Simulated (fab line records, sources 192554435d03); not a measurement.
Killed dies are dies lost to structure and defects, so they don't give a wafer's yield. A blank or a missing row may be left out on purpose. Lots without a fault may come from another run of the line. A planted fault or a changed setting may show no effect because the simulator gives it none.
A struck lot beside a sound one | flow n5_finfet | 18 steps out of a route of 1938
Sound: wafers L194.1, L194.2, L194.6. Struck: wafer L207.1. (L207.5 of the same lot was not struck and is left out.) The cause comes at the end.
At each step with rows: each side's tool, then ch and its chambers, then its first start. Under that, the readings that differ: sound wafers | struck wafers | difference of the means | sigmas: that difference in standard deviations of wafers without a fault.
alike: readings whose means differ by less than 2 such deviations, and words and numbers that are the same on both sides. not compared: withheld readings, readings that some wafer has no value for, bounds like >300 that may hide the same value, and numbers for which the record gives no deviation and whose values overlap.
The two part at a step that has a row with sigmas, a row that says differs or no value, or rows on one side only. Numbers that don't overlap but have no deviation are shown without sigmas and don't part them. A reading that every wafer of one side lacks parts them only if that side has two wafers or more.

first, 2 steps without rows for these wafers: N5_BEOL_M4_ANNEAL_82 (time 240 s); N5_BEOL_M4_SPUTTER_86 (material Cu, target thk 4.5 nm, time 8.29 s).
N5_BEOL_M4_ANNEAL_87: time 240 s.
  sound on pvd_sputter-03, day 9 04:28; struck on pvd_sputter-01, day 12 05:59
  alike: heater_power_w
N5_BEOL_M4_SPUTTER_88: material Cu, target thk 4.5 nm, time 8.29 s.
  sound on pvd_sputter-03, day 9 04:36; struck on pvd_sputter-01, day 12 08:35
  alike: chuck_gas_flow_sccm, throttle_valve_pct
N5_BEOL_M4_ANNEAL_89: time 240 s.
  sound on pvd_sputter-03, day 9 04:41; struck on pvd_sputter-01, day 12 08:40
  alike: heater_power_w
then, 5 steps without rows for these wafers: N5_BEOL_M4_SPUTTER_90 (material Cu, target thk 4.5 nm, time 8.29 s); N5_BEOL_M4_ANNEAL_91 (time 240 s); N5_BEOL_M4_SPUTTER_92 (material Cu, target thk 4.5 nm, time 8.29 s); N5_BEOL_M4_ANNEAL_93 (time 240 s); N5_BEOL_M4_SPUTTER_94 (material Cu, target thk 4.5 nm, time 8.29 s).
N5_BEOL_M4_ANNEAL_95: time 240 s.
  sound on pvd_sputter-03, day 9 05:20; struck on pvd_sputter-01, day 12 09:19
  alike: heater_power_w
N5_BEOL_M4_SPUTTER_96: material Cu, target thk 4.5 nm, time 8.29 s.
  sound on pvd_sputter-03, day 9 05:29; struck on pvd_sputter-01, day 12 09:28
  alike: chuck_gas_flow_sccm, throttle_valve_pct
N5_BEOL_M4_ECD_50: material Cu, target thk 300 nm.
  sound on ecd_cu-02 ch 0,1, day 9 05:35; struck on ecd_cu-02 ch 1, day 12 09:35
  reading                                | sound           | struck | difference | sigmas
  model.Cu_of_BEOL_M4_ECD_50.thk_nm (nm) | 297.2 296 294.6 | 405.2  | +109.3     |
then, 1 step without rows for these wafers: N5_BEOL_M4_ANNEAL_51 (time 90 s).
N5_BEOL_M4_CMP_52: polishes, stops on SiOC, t overpolish 6.8 s, target thk 40 nm.
  sound on cmp-02 ch 1,2,3, day 9 06:13; struck on cmp-04 ch 3, day 12 09:59
  reading                | sound          | struck | difference | sigmas
  motor_current_A (A)    | 6.9 6.3 5.9    | 4.8    | -1.6       | -2
  time_to_endpoint_s (s) | 59.0 62.7 60.7 | 89.5   | +28.7      | +11
  alike: retaining_ring_pressure_frac
  not compared: pad_life_wafers
N5_BEOL_M4_THK_MEAS_53: measures by xrf.
  sound on film_metro-01, day 9 06:29; struck on film_metro-01, day 12 10:15
  alike: M4_THK
N5_BEOL_M4_RC_MEAS_101:
  sound on prober-02 ch 0, day 9 06:52; struck on prober-02 ch 0, day 12 10:34
  alike: DIBL_N, DIBL_P, IOFF_N, IOFF_P, ION_N, ION_P, SS_N, SS_P, VT_N, VT_P
N5_PASSIVATION_PROBE_49:
  the record has rows for the sound wafers here (prober-01, day 13 21:06) and none for the struck ones

WHERE THEY PART
First at N5_BEOL_M4_CMP_52; last, within this record, at N5_PASSIVATION_PROBE_49.

WHY: what the simulator had put in
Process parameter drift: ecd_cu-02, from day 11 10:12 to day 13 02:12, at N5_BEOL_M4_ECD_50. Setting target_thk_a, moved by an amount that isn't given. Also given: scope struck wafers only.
